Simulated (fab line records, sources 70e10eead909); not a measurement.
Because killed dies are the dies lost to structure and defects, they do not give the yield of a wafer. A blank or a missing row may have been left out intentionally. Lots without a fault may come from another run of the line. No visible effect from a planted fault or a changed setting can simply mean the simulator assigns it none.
fab line records -- flow nandHarc
record: lots: 6, wafers: 18, lastDay: 33
route steps=1302 shown A_STAIRCASE@784 END@1302
lots untouched by any fault: they come from a run of this same line in which no faults occurred
startH: hours from the record's opening day to when the first of the lot's shown wafers began -- waitH: hours elapsed since this lot's preceding step -- " identical to the entry in the row above -- L1.1+2: one row covering several wafers at once -- - no value, or no start given -- * or withheld: withheld -- < > ~ a bound
route shown NAME@n: names a module that has steps shown in the file, with the first one's number in the route -- usual: mean/standard deviation taken from wafers without a fault -- same: alike in all rows -- chamber/n: place in a boat -- sites: readings site by site -- _std_site: the standard deviation of these -- _edge_site: mean of outer sites minus mean of inner sites -- radiusMm: how far each site lies from the wafer's centre -- mask NAME#n: copy n -- behind: the most recent tool/chamber to have shaped the wafer -- hold: why the lot was held/for how many hours/how that ended -- device: whichever transistor did not switch (one of n, p or np) -- end of line: tests run on the same wafers once the route is complete -- where a step has no rows: the recipe by itself -- killed: dies lost to structure and defects at the first sort, not the wafer's yield -- map: a wafer's dies, marking killed ones x, the rest . and places with no die _
set.NAME: the setting the step ran with; set.NAME@STEP: the setting that earlier step ran with -- model.NAME: the simulator's own value behind a step, which no gauge read
lots at selected steps of the route; one table per step, one row per wafer
services: the hour from which a tool's chamber was out of use, counted from the record's first day as startH (under 0 if before that day), plus the number of hours and why
== steps ==
step: NHARC_A_STAIRCASE_DESCUM_270
recipe: timeS: 3, o2FlowSccm: 200, arFlowSccm: 0, biasPowerW: 0, chemistry: O2
usual: drypumpMotorCurrentA: 6.0/0.32, mfcArSccm: 0.006/0.011, oesProductAu: 1.002/0.013, rfVppV: 57.7/0.88, showerheadPlenumPTorr: 1.92/0.094, throttleValvePct: 11.310/0.0096
lot.wafer,tool,chamber,startH,waitH,drypumpMotorCurrentA,mfcArSccm,oesProductAu,rfHoursCounterH,rfVppV,showerheadPlenumPTorr,throttleValvePct
L212.3,rieDiel-13,2,400.36,-,6.5,0,1.004,17,59.2,1.90,11.307
L212.6,rieDiel-13,1,400.36,-,6.4,0,0.991,-,58.0,2.07,11.306
L212.5,rieDiel-13,2,400.36,-,6.5,0,1.006,-,57.4,1.90,11.332
L218.4,rieDiel-12,1,458.21,-,5.7,0,0.999,1,57.9,1.82,11.293
L218.2,rieDiel-12,3,458.21,-,5.7,0.019,1.005,2,58.9,1.94,11.305
L218.6,rieDiel-12,2,458.21,-,5.4,0.034,1.004,-,57.4,1.85,11.293
L221.3,rieDiel-13,1,482.93,-,6.4,0,0.980,34,59.0,2.07,11.300
L221.1,rieDiel-13,2,482.93,-,6.5,0,1.013,47,57.7,1.89,11.314
L221.6,rieDiel-13,0,482.93,-,6.3,0.018,1.008,-,57.3,1.95,11.327
L223.2,rieDiel-03,1,511.18,-,6.2,0.003,1.006,10,59.6,2.07,11.314
L223.5,rieDiel-03,0,511.18,-,6.1,0,1.026,-,57.3,1.86,11.300
L223.6,rieDiel-03,1,511.18,-,6.2,0.003,1.018,-,57.5,2.07,11.304
L226.3,rieDiel-12,3,546.27,-,5.6,0.019,1.009,28,57.9,1.93,11.314
L226.1,rieDiel-12,0,546.27,-,6.0,0.006,1.003,27,56.3,1.95,11.301
L226.2,rieDiel-12,2,546.27,-,5.4,0.034,0.989,24,56.6,1.84,11.318
L231.3,rieDiel-03,0,590.24,-,6.2,0,1.026,37,57.8,1.85,11.316
L231.2,rieDiel-03,2,590.24,-,6.0,0,0.985,40,57.3,1.81,11.311
L231.5,rieDiel-03,0,590.24,-,6.2,0,1.028,-,56.5,1.85,11.304
step: NHARC_A_STAIRCASE_ETCH_271
recipe: cf4FlowSccm: 100, chf3FlowSccm: 30, arFlowSccm: 0, rfW: 500, biasW: 200, chemistry: CF4/CHF3
usual: drypumpMotorCurrentA: 6.0/0.32, mfcArSccm: 0.007/0.011, oesProductAu: 0.953/0.023, rfVppV: 370.7/2.6, showerheadPlenumPTorr: 1.57/0.074, throttleValvePct: 16.802/0.0087
lot.wafer,tool,chamber,startH,waitH,drypumpMotorCurrentA,mfcArSccm,oesProductAu,rfHoursCounterH,rfVppV,showerheadPlenumPTorr,throttleValvePct
L212.3,rieDiel-13,3,400.51,0.1,5.6,0,0.931,18,367.0,1.47,16.793
L212.6,rieDiel-13,0,400.51,0.1,6.3,0.018,0.905,-,372.8,1.61,16.792
L212.5,rieDiel-13,1,400.51,0.1,6.4,0,0.914,-,374.2,1.70,16.782
L218.2,rieDiel-12,0,458.37,0.1,6.0,0.006,0.971,1,371.1,1.61,16.807
L218.4,rieDiel-12,1,458.37,0.1,5.7,0,0.950,1,368.6,1.50,16.811
L218.6,rieDiel-12,3,458.37,0.1,5.7,0.019,0.947,-,371.0,1.59,16.789
L221.3,rieDiel-13,3,483.00,0.1,5.6,0,0.982,52,367.1,1.46,16.800
L221.1,rieDiel-13,0,483.00,0.1,6.3,0.018,0.953,46,371.2,1.60,16.806
L221.6,rieDiel-13,0,483.00,0.1,6.3,0.018,0.947,-,372.5,1.60,16.790
L223.2,rieDiel-03,2,511.25,0.1,6.0,0,0.964,9,367.2,1.50,16.819
L223.6,rieDiel-03,2,511.25,0.1,6.0,0,0.959,-,368.8,1.50,16.804
L223.5,rieDiel-03,3,511.25,0.1,5.9,0,0.958,-,372.8,1.65,16.805
L226.2,rieDiel-12,3,546.36,0.1,5.7,0.019,0.960,28,372.7,1.58,16.806
L226.3,rieDiel-12,0,546.36,0.1,6.1,0.006,0.959,27,372.9,1.60,16.798
L226.1,rieDiel-12,1,546.36,0.1,5.7,0,0.966,30,368.1,1.49,16.803
L231.2,rieDiel-03,0,590.34,0.1,6.2,0,0.988,37,367.6,1.52,16.797
L231.3,rieDiel-03,1,590.34,0.1,6.2,0.003,0.975,36,375.0,1.69,16.801
L231.5,rieDiel-03,3,590.34,0.1,5.9,0,0.963,-,372.2,1.64,16.797
step: NHARC_A_STAIRCASE_HM_OPEN_457
recipe: o2FlowSccm: 400, cosFlowSccm: 20, arFlowSccm: 0, rfW: 500, biasW: 300, chemistry: O2/COS
step: NHARC_A_STAIRCASE_STRIP_458
recipe: o2FlowSccm: 400, cosFlowSccm: 20, arFlowSccm: 0, biasW: 0, chemistry: O2/COS
step: NHARC_A_STAIRCASE_ETCH_451
recipe: targetDepthA: 300, overetchA: 30, timeS: 16.5, ionEnergyEv: 100, cf4FlowSccm: 80, o2FlowSccm: 20, arFlowSccm: 0, rfW: 300, biasW: 100, chemistry: CF4/O2
usual: drypumpMotorCurrentA: 6.0/0.32, mfcArSccm: 0.007/0.011, oes_ar_750_au: 1.000/0.005, oesProductAu: 1.004/0.013, rfVppV: 197.7/1.5, showerheadPlenumPTorr: 1.33/0.063, throttleValvePct: 13.397/0.0091
lot.wafer,tool,chamber,startH,waitH,drypumpMotorCurrentA,mfcArSccm,oes_ar_750_au,oesProductAu,rfHoursCounterH,rfVppV,showerheadPlenumPTorr,throttleValvePct
L212.3,rieDiel-13,3,-,-,5.5,0,0.996,1.004,18,194.8,1.25,13.399
L212.5,rieDiel-13,1,-,-,6.4,0,1.005,0.984,-,199.0,1.44,13.392
L212.6,rieDiel-13,2,-,-,6.5,0,1.001,0.999,-,198.8,1.33,13.402
L218.4,rieDiel-12,2,-,-,5.4,0.034,0.999,0.983,2,196.8,1.29,13.411
L218.2,rieDiel-12,1,-,-,5.7,0,0.997,0.982,1,196.0,1.27,13.391
L218.6,rieDiel-12,2,-,-,5.4,0.034,1.012,0.988,-,197.4,1.29,13.401
L221.3,rieDiel-13,3,-,-,5.6,0,1.003,1.000,52,195.0,1.24,13.391
L221.1,rieDiel-13,0,-,-,6.3,0.018,1.000,1.001,46,198.6,1.36,13.390
L221.6,rieDiel-13,3,-,-,5.6,0,1.003,0.999,-,196.0,1.24,13.409
L223.2,rieDiel-03,0,-,-,6.2,0,1.011,1.032,11,197.2,1.30,13.383
L223.5,rieDiel-03,3,-,-,5.9,0,1.002,0.992,-,198.0,1.40,13.399
L223.6,rieDiel-03,0,-,-,6.2,0,0.988,1.029,-,196.4,1.30,13.404
L226.3,rieDiel-12,0,-,-,6.0,0.006,0.993,1.004,27,199.2,1.36,13.393
L226.2,rieDiel-12,2,-,-,5.4,0.034,1.004,0.995,24,198.0,1.29,13.394
L226.1,rieDiel-12,3,-,-,5.7,0.019,1.004,1.011,28,196.7,1.34,13.400
L231.3,rieDiel-03,0,-,-,6.2,0,1.003,1.029,37,197.0,1.29,13.389
L231.2,rieDiel-03,1,-,-,6.2,0.003,0.998,1.011,36,200.5,1.44,13.407
L231.5,rieDiel-03,0,-,-,6.2,0,0.998,1.030,-,197.8,1.29,13.391
step: NHARC_A_STAIRCASE_ETCH_273
recipe: targetDepthA: 1.02e+05, timeS: 2468.6, ionEnergyEv: 800, c4f8FlowSccm: 80, o2FlowSccm: 60, arFlowSccm: withheld, rfW: 600, biasW: 3000, chemistry: C4F8/O2/Ar
step: NHARC_A_STAIRCASE_STRIP_274
recipe: o2FlowSccm: 500, arFlowSccm: 0, biasW: 0, chemistry: O2
usual: drypumpMotorCurrentA: 6.0/0.32, mfcArSccm: 0.007/0.011, oesProductAu: 1.002/0.013, rfVppV: 57.8/0.88, showerheadPlenumPTorr: 3.53/0.16, throttleValvePct: 17.038/0.0084
lot.wafer,tool,chamber,startH,waitH,drypumpMotorCurrentA,mfcArSccm,oesProductAu,rfHoursCounterH,rfVppV,showerheadPlenumPTorr,throttleValvePct
L212.3,rieDiel-13,1,-,-,6.4,0,0.993,15,58.6,3.80,17.036
L212.5,rieDiel-13,3,-,-,5.6,0,1.014,-,56.6,3.31,17.046
L212.6,rieDiel-13,0,-,-,6.3,0.018,0.999,-,58.3,3.61,17.035
L218.4,rieDiel-12,2,-,-,5.4,0.034,1.001,3,56.8,3.42,17.028
L218.2,rieDiel-12,3,-,-,5.7,0.019,0.999,3,57.3,3.57,17.039
L218.6,rieDiel-12,2,-,-,5.4,0.034,1.002,-,58.0,3.42,17.035
L221.1,rieDiel-13,1,-,-,6.4,0,0.983,35,57.4,3.79,17.047
L221.3,rieDiel-13,3,-,-,5.6,0,0.994,52,56.3,3.29,17.027
L221.6,rieDiel-13,2,-,-,6.5,0,1.012,-,57.4,3.50,17.034
L223.2,rieDiel-03,2,-,-,6.0,0,0.988,10,57.0,3.36,17.041
L223.6,rieDiel-03,0,-,-,6.2,0,1.027,-,56.8,3.43,17.050
L223.5,rieDiel-03,1,-,-,6.2,0.003,1.017,-,57.5,3.80,17.049
L226.2,rieDiel-12,2,-,-,5.4,0.034,1.002,26,57.7,3.41,17.056
L226.1,rieDiel-12,0,-,-,6.0,0.006,1.013,28,57.2,3.60,17.033
L226.3,rieDiel-12,1,-,-,5.8,0,0.993,31,58.7,3.35,17.051
L231.2,rieDiel-03,1,-,-,6.2,0.003,1.000,36,59.1,3.79,17.031
L231.3,rieDiel-03,3,-,-,5.9,0,1.004,37,57.5,3.68,17.026
L231.5,rieDiel-03,1,-,-,6.2,0.003,1.005,-,59.8,3.79,17.044
step: NHARC_A_STAIRCASE_STRIP_275
recipe: timeS: 900, tempC: 130, chemistry: SPM
step: NHARC_A_STAIRCASE_PRECLEAN_276
recipe: timeS: *, tempC: 50, bathAgeMin: 0, chemistry: SC1
step: NHARC_A_STAIRCASE_SRD_277
step: NHARC_A_STAIRCASE_HM_DEP_459
recipe: targetThkA: 15000, tempC: 400, material: aC
usual: susceptorTempC: 400.03/0.24, throttleValvePct: 35.000/0.0094
lot.wafer,tool,chamber,startH,waitH,susceptorTempC,throttleValvePct
L212.3,aclDep-02,0,404.11,0.7,399.70,34.991
L212.5,aclDep-02,0,404.11,0.7,399.65,35.013
L212.6,aclDep-02,0,404.11,0.7,399.51,35.004
L218.2,aclDep-03,0,462.41,1.0,-,35.016
L218.4,aclDep-03,0,462.41,1.0,-,35.009
L218.6,aclDep-03,0,462.41,1.0,-,35.006
L221.1,aclDep-02,0,487.99,2.1,-,35.002
L221.3,aclDep-02,0,487.99,2.1,-,35.006
L221.6,aclDep-02,0,487.99,2.1,-,35.000
L223.2,aclDep-03,0,514.74,0.6,400.13,34.995
L223.5,aclDep-03,0,514.74,0.6,400.10,35.006
L223.6,aclDep-03,0,514.74,0.6,400.12,35.004
L226.1,aclDep-01,0,549.65,0.4,-,34.998
L226.2,aclDep-01,0,549.65,0.4,-,34.995
L226.3,aclDep-01,0,549.65,0.4,-,35.014
L231.2,aclDep-01,0,594.41,0.7,-,35.007
L231.3,aclDep-01,0,594.41,0.7,-,34.999
L231.5,aclDep-01,0,594.41,0.7,-,34.996
step: NHARC_A_STAIRCASE_DEP_280
recipe: targetThkA: 300, targetThkNm: 30, tempC: 400, pressureTorr: 3.5, flowSccm: 200, rfW: 350, material: SiON
usual: heaterPowerW: 718/76, rfFwdPowerW: 348.8/1, showerheadVppV: 1175/31, susceptorTempC: 399.98/0.2
lot.wafer,tool,chamber,startH,waitH,heaterPowerW,rfFwdPowerW,showerheadVppV,sinceWetCleanH,susceptorTempC
L212.3,pecvd-04,0,405.37,1.0,796,350.0,1158,123,400.15
L212.5,pecvd-04,0,405.37,1.0,764,350.9,1170,-,400.09
L212.6,pecvd-04,1,405.37,1.0,741,349.8,1171,-,399.82
L218.2,pecvd-01,0,463.98,1.3,704,349.8,1163,140,399.92
L218.4,pecvd-01,0,463.98,1.3,674,348.4,1151,-,399.85
L218.6,pecvd-01,0,463.98,1.3,704,350.2,1170,-,399.93
L221.3,pecvd-01,1,489.84,0.9,735,348.6,1206,165,400.31
L221.1,pecvd-01,2,489.84,0.9,758,349.5,1139,166,399.71
L221.6,pecvd-01,0,489.84,0.9,774,207.9,890,-,399.95
L223.2,pecvd-01,0,516.31,1.3,877,208.9,892,11,399.79
L223.6,pecvd-01,0,516.31,1.3,845,208.7,883,-,399.43
L223.5,pecvd-01,1,516.31,1.3,827,349.1,1232,-,399.74
L226.2,pecvd-04,1,551.50,1.2,753,348.7,1172,88,399.75
L226.1,pecvd-04,2,551.50,1.2,703,347.4,1204,88,400.03
L226.3,pecvd-04,0,551.50,1.2,849,349.4,1158,88,400.29
L231.2,pecvd-03,0,595.99,1.3,806,347.6,1134,36,399.76
L231.3,pecvd-03,1,595.99,1.3,678,346.9,1222,36,400.26
L231.5,pecvd-03,0,595.99,1.3,772,346.5,1171,-,400.21
step: NHARC_A_STAIRCASE_DEHYDRATE_281
recipe: tempC: 150, timeS: 120
step: NHARC_END_SORT_01
recipe: tempC: 25
usual: killedAtArray: 63/27, killedAtOther: 0.7/1.2, killedAtPeriphery: 3.1/2, killedDies: 67/28, killedOpen: 3.0/1.9, killedShort: 2.2/1.5
same: grossDies: 677
lot.wafer,tool,chamber,startH,waitH,killedAtArray,killedAtOther,killedAtPeriphery,killedDies,killedOpen,killedShort
L212.3,prober-02,0,591.38,3.1,73,0,4,77,5,0
L212.5,prober-02,0,592.97,3.7,80,1,4,85,4,3
L212.6,prober-02,0,593.77,4.0,86,0,1,87,3,0
L218.2,prober-01,0,654.89,2.8,67,1,3,71,3,4
L218.4,prober-01,0,656.49,3.4,62,0,7,69,3,5
L218.6,prober-01,0,658.10,4.0,62,2,1,65,3,5
L223.5,prober-02,0,702.44,3.7,50,0,5,55,4,2
L226.1,prober-02,0,749.76,2.4,53,1,1,55,1,3
L226.2,prober-02,0,750.56,2.8,52,0,4,56,4,2
L226.3,prober-02,0,751.36,3.1,46,0,1,47,1,0
killed by level:class
L212.3 A_CHANNEL_HOLE_D1:chamberFilmFlake=35 A_SLIT:chamberFilmFlake=24 A_CHANNEL_HOLE_D2:chamberFilmFlake=6 A_STAIRCASE:chamberFilmFlake=3 P_M2:chamberFilmFlake=2 A_ONON_D1:geometricParticle:open=1 A_ONON_D2:geometricParticle:open=1 A_CHANNEL_FILL_D2:geometricParticle:open=1
L212.5 A_CHANNEL_HOLE_D1:chamberFilmFlake=35 A_SLIT:chamberFilmFlake=31 A_CHANNEL_HOLE_D2:chamberFilmFlake=5 A_DECK1_JOINT:geometricParticle:short=2 A_STAIRCASE:chamberFilmFlake=2 P_STI:geometricParticle:short=1 P_CONTACT:geometricParticle:open=1 A_DECK1_JOINT:geometricParticle:open=1
L212.6 A_SLIT:chamberFilmFlake=32 A_CHANNEL_HOLE_D1:chamberFilmFlake=30 A_CHANNEL_HOLE_D2:chamberFilmFlake=9 A_STAIRCASE:chamberFilmFlake=4 A_CONTACT:chamberFilmFlake=4 A_ZERO_WELL:chamberFilmFlake=2 A_DECK1_JOINT:chamberFilmFlake=2 A_ONON_D1:geometricParticle:open=1
L218.2 A_SLIT:chamberFilmFlake=26 A_CHANNEL_HOLE_D2:chamberFilmFlake=21 A_CHANNEL_HOLE_D1:chamberFilmFlake=7 A_CONTACT:chamberFilmFlake=4 A_STAIRCASE:chamberFilmFlake=3 A_ONON_D2:geometricParticle:short=2 P_GATE:geometricParticle:open=1 A_CHANNEL_FILL_D2:geometricParticle:short=1
L218.4 A_SLIT:chamberFilmFlake=29 A_CHANNEL_HOLE_D2:chamberFilmFlake=14 A_WL_FILL:geometricParticle:short=4 A_CHANNEL_HOLE_D1:chamberFilmFlake=4 P_BONDPAD:chamberFilmFlake=3 A_WL_FILL:chamberFilmFlake=3 P_ZERO_WELL:chamberFilmFlake=2 A_STAIRCASE:chamberFilmFlake=2
L218.6 A_SLIT:chamberFilmFlake=22 A_CHANNEL_HOLE_D2:chamberFilmFlake=21 A_CHANNEL_HOLE_D1:chamberFilmFlake=6 A_CONTACT:chamberFilmFlake=4 A_DECK1_JOINT:geometricParticle:open=2 THIN_TSV:chamberFilmFlake=2 P_GATE:geometricParticle:open=1 A_CHANNEL_FILL_D1:geometricParticle:short=1
L223.5 A_SLIT:chamberFilmFlake=25 A_CHANNEL_HOLE_D1:chamberFilmFlake=5 A_DECK1_JOINT:chamberFilmFlake=4 A_BLC:chamberFilmFlake=4 P_M1:chamberFilmFlake=3 A_CONTACT:chamberFilmFlake=3 P_GATE:chamberFilmFlake=2 A_ONON_D1:geometricParticle:open=1
L226.1 A_SLIT:chamberFilmFlake=36 A_CHANNEL_HOLE_D1:chamberFilmFlake=7 A_SGD_CUT:chamberFilmFlake=5 A_CONTACT:chamberFilmFlake=2 P_M0:geometricParticle:short=1 A_DECK1_JOINT:geometricParticle:short=1 A_M0:geometricParticle:open=1 STARTING-WAFER:geometricParticle:short=1
L226.2 A_SLIT:chamberFilmFlake=26 A_CHANNEL_HOLE_D1:chamberFilmFlake=11 A_SGD_CUT:chamberFilmFlake=7 A_CHANNEL_FILL_D2:chamberFilmFlake=3 P_M0:geometricParticle:short=2 A_CONTACT:chamberFilmFlake=2 P_GATE:geometricParticle:open=1 A_SOURCE_PLATE:geometricParticle:open=1
L226.3 A_SLIT:chamberFilmFlake=30 A_SGD_CUT:chamberFilmFlake=8 A_CHANNEL_HOLE_D1:chamberFilmFlake=7 P_M0:geometricParticle:open=1 A_CONTACT:chamberFilmFlake=1
== services ==
tool,chamber,startH,hours,kind
rieDiel-12,0,377.20,-,clean
rieDiel-12,1,377.20,-,clean
rieDiel-12,2,377.20,-,clean
pecvd-04,-,379.39,1.1,repair
pecvd-04,1,389.91,7.0,repair
rieDiel-12,3,391.16,15.7,repair
rieDiel-12,1,393.31,17.1,repair
rieDiel-03,0,407.54,3.3,repair
aclDep-02,-,424.12,13.0,pm
pecvd-04,2,430.51,9.2,repair
rieDiel-13,1,436.55,14.8,repair
pecvd-03,1,442.98,3.5,repair
rieDiel-12,-,446.76,9.0,pm
pecvd-04,-,450.33,13.0,pm
rieDiel-03,-,460.50,9.0,pm
aclDep-03,-,482.24,13.0,pm
pecvd-01,-,492.38,13.0,pm
rieDiel-13,1,511.94,4.5,repair
rieDiel-13,-,519.68,9.0,pm
rieDiel-12,0,537.58,4.4,repair
pecvd-03,-,547.50,13.0,pm
aclDep-01,-,551.48,13.0,pm
rieDiel-03,3,568.58,8.0,repair
pecvd-01,1,575.67,4.5,repair
== key ==
firstSign: step: NHARC_A_STAIRCASE_DEP_280, reading: rfFwdPowerW, direction: down, sigmas: 99+, usual: *, struck: *
effect: step: NHARC_A_STAIRCASE_DEP_280, reading: showerheadVppV, direction: down, sigmas: 9.2, usual: 1175, struck: 888
metAt NHARC_A_STAIRCASE_DEP_280
struckWafers L221.6,L223.2,L223.6
testerLeftOut L221,L223
onsetBetween 463.98 489.84
fault: kind: processParameterDrift, tool: pecvd-01, chamber: 0, onsetH: 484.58, steps: NHARC_A_STAIRCASE_DEP_280, channel: rfW, offset: *, shape: step, endH: 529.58, actsIn: *, stated: *
testerLeftOut: of these lots the tester's yield and bins aren't shown, on N5 and GAA mostly nor the transistor test; their killed dies are dies lost to structure and defects alone, not to doping, threshold or leakage, so they don't give the yield
